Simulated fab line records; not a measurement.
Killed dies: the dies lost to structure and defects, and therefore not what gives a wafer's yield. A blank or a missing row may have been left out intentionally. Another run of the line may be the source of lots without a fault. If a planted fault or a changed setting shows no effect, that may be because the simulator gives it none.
Problem report, 8D (eight disciplines) form, completed by code ; flow nand_harc ; the parts of the form that need people (team, actions taken, sign-off) are left out

1. PROBLEM STATEMENT
killed_at_array at NHARC_END_SORT_01 reads a mean of 675 on 3 wafers of 2 lots; wafers without a fault read 25 with a standard deviation of 10. That is +65 standard deviations from the usual mean.
First observed at day 22 05:37: wafer L397.4, on prober-02. Wafers with a number at this step in the record: 6, from 2 lots. The rule behind "out" and "out of limits": a value lying over 4 standard deviations away from the usual mean. The other wafers with a number count as sound.

2. WHAT IT IS; WHAT IT IS NOT
question;is;is not
which readings at this step;killed_at_array, killed_dies;killed_at_other, killed_at_periphery, killed_open, killed_short
which lots;L397, L399;-
which wafers of those lots;L397.4, L399.2, L399.3;L397.1, L397.6, L399.6
read on which gauges;prober-02;-
when;from day 22 05:37;"up to then (1 sound wafer); but 2 sound wafers of L397, L399 came after"

3. WHAT RULES OUT EACH SUSPECT
Counting: a tool at a process step up to the reading stays a suspect if it ran every lot that is out. Sound lots after the first of them don't rule it out here, since some wafers of a struck lot are sound.
- the gauge at NHARC_END_SORT_01 has been ruled out. All the wafers that are out were read on prober-02, but those of them that NHARC_A_STAIRCASE_ETCH_15 has rows for are out there too, on other tools.
- rtp_anneal-01 at NHARC_A_CHANNEL_FILL_D1_RTA_24 (time 5 s): kept. It ran every lot that is out, first L397 (day 13 18:14).
- rie_diel-12 at NHARC_A_STAIRCASE_DESCUM_168 (chemistry O2, time 3 s): kept. It ran every lot that is out, first L397 (day 13 19:29).
- rie_diel-11 at NHARC_A_STAIRCASE_ETCH_15 (etches the open film in C4F8/O2, target depth 100 nm, time 40.5 s): kept. It ran every lot that is out, first L397 (day 13 22:10). On those wafers its own readings are out: run_length_s.
- rie_diel-11 at NHARC_A_STAIRCASE_TRIM_18 (chemistry O2, time 211.2 s): kept. It ran every lot that is out, first L397 (day 22 03:14). With no start given for some of its lots, NHARC_A_STAIRCASE_TRIM_18 uses the hours and lot order of NHARC_END_SORT_01.
Left after counting: rtp_anneal-01 at NHARC_A_CHANNEL_FILL_D1_RTA_24, rie_diel-12 at NHARC_A_STAIRCASE_DESCUM_168, rie_diel-11 at NHARC_A_STAIRCASE_ETCH_15, rie_diel-11 at NHARC_A_STAIRCASE_TRIM_18.

4. THE CAUSE (what the simulator had put in)
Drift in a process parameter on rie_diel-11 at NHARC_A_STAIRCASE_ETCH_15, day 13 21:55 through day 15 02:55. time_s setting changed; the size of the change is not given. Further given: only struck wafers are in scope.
4 suspects survive the count, and this tool is in that group.

5. SEQUENCE OF EFFECTS, ordered by route
One row per reading whose mean, taken over the struck wafers that have a number, lies over 3 standard deviations from the usual. Only readings for which the record gives a usual standard deviation are gone through. hours: the time from each lot's start at the first step in this table that gives one to its start at this step, as a median over the lots. sigmas: the change in usual standard deviations.
hours;step;reading;usual;on struck wafers;change;sigmas
0;NHARC_A_STAIRCASE_ETCH_15;run_length_s;62.0 s;74.3;+12.3;+29
201;NHARC_END_SORT_01;killed_at_array;25;675;+650;+65
201;NHARC_END_SORT_01;killed_dies;29;677;+648;+65
Here are the process steps it includes:
- NHARC_A_STAIRCASE_ETCH_15: etches the open film in C4F8/O2, target depth 100 nm, time 40.5 s.

6. WHAT WOULD HAVE CAUGHT IT SOONER
200 hours passed between the start of the fault at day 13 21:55 and the first reading out of limits at a measuring or inspecting step in this record, taken at day 22 05:37.
Tool's own readings at NHARC_A_STAIRCASE_ETCH_15, run_length_s: out on all struck wafers the step has rows for; an alarm limit on them would have tripped on the first.
Each of the lots that are out, 2 in all, had begun NHARC_A_STAIRCASE_ETCH_15 on rie_diel-11 no later than day 22 05:37. A hold on the tool at that time would have spared none of them.
